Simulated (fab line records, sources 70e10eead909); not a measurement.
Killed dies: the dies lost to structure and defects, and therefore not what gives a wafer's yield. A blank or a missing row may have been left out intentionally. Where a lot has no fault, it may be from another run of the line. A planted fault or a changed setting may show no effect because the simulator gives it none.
Comparing a struck lot with a sound one	flow nand-harc	14 steps out of a route of 1159
Sound: these wafers, L983.1, L983.3, L983.6. Struck: wafer L988.5. (L988.3 of the same lot was not struck and is left out.) The cause comes at the end.
Each step with rows lists, per side, the tool, then ch with its chambers, then its first start. Under that, the readings that differ: sound wafers	struck wafers	difference of the means	sigmas: that difference in standard deviations of wafers without a fault.
alike: a reading whose means differ by less than 2 such deviations, as well as words and numbers matching on both sides. not compared: withheld readings; readings where some wafer has no value; bounds like >300 that might hide an equal value; numbers whose values overlap and for which the record gives no deviation.
A row with sigmas, a row that says differs or no value, or rows on one side alone: a step with any of these is where the two part. Numbers that have no deviation but don't overlap get no sigmas and don't part them. A reading missing from all wafers of one side parts the sides only when that side holds two or more wafers.

NHARC_A_ZERO_WELL_INSPECT_17:
  sound on defect-inspect-02, day 7 20:43; struck on defect-inspect-02, day 8 17:53
  alike: raw-defect-count
then, 3 steps without rows for these wafers: NHARC_A_SOURCE_PLATE_PRECLEAN_00 (cleans in HF-LAST, time 60 s); NHARC_A_SOURCE_PLATE_SRD_01; NHARC_A_SOURCE_PLATE_OXIDE_02 (material SiO2, target thk 10 nm, ox time 1362 s).
NHARC_A_SOURCE_PLATE_THK_MEAS_09: measures by ellipsometry.
  sound on film-metro-02, day 8 03:52; struck on film-metro-02, day 9 01:47
  alike: thk-nm
then, 3 steps without rows for these wafers: NHARC_A_SOURCE_PLATE_PVD_04 (deposits WSi2, target thk 50 nm); NHARC_A_SOURCE_PLATE_CVD_03 (deposits poly-Si, target thk 200 nm, time 4000 s); NHARC_A_SOURCE_PLATE_ANNEAL_05 (time 1800 s).
NHARC_A_SOURCE_PLATE_THK_MEAS_06: measures by ellipsometry.
  sound on film-metro-01, day 8 17:13; struck on film-metro-02, day 9 14:37
  alike: thk-nm
NHARC_A_SOURCE_PLATE_INSPECT_08:
  sound on defect-inspect-02, day 8 17:20; struck on defect-inspect-02, day 9 14:43
  alike: raw-defect-count
NHARC_A_ONON_D1_DEP_00: target thk 1000 nm.
  sound on pecvd-onon-03 ch 0, day 8 17:23; struck on pecvd-onon-03 ch 0, day 9 14:53
  alike: nh3-flow-sccm
NHARC_A_ONON_D1_THK_MEAS_02: measures by ellipsometry.
  sound on film-metro-02, day 8 17:54; struck on film-metro-01, day 9 15:17
reading	sound	struck	difference	sigmas
thk-nm (nm)	1012 1010 1011	734	-277	-34
then, 1 step without rows for these wafers: NHARC_A_ONON_D1_DEP_03 (target thk 1000 nm).
-- the record jumps here: 12 days lie between the struck wafers' starts before and after (it left off in module A_ONON_D1 and takes up again in module END, whose first step shown is number 1159 of the route) --
NHARC_END_SORT_01:
  sound on prober-02 ch 0, day 20 08:45; struck on prober-01 ch 0, day 21 12:38
reading	sound	struck	difference	sigmas
killed-at-array	21 20 25	675	+653	+65
killed-dies	25 24 28	677	+651	+59
  alike: killed-at-other, killed-at-periphery, killed-open, killed-short

== WHERE THEY PART ==
Last at NHARC_END_SORT_01 as far as this record goes, first at NHARC_A_ONON_D1_THK_MEAS_02.

WHY: what had been put in by the simulator
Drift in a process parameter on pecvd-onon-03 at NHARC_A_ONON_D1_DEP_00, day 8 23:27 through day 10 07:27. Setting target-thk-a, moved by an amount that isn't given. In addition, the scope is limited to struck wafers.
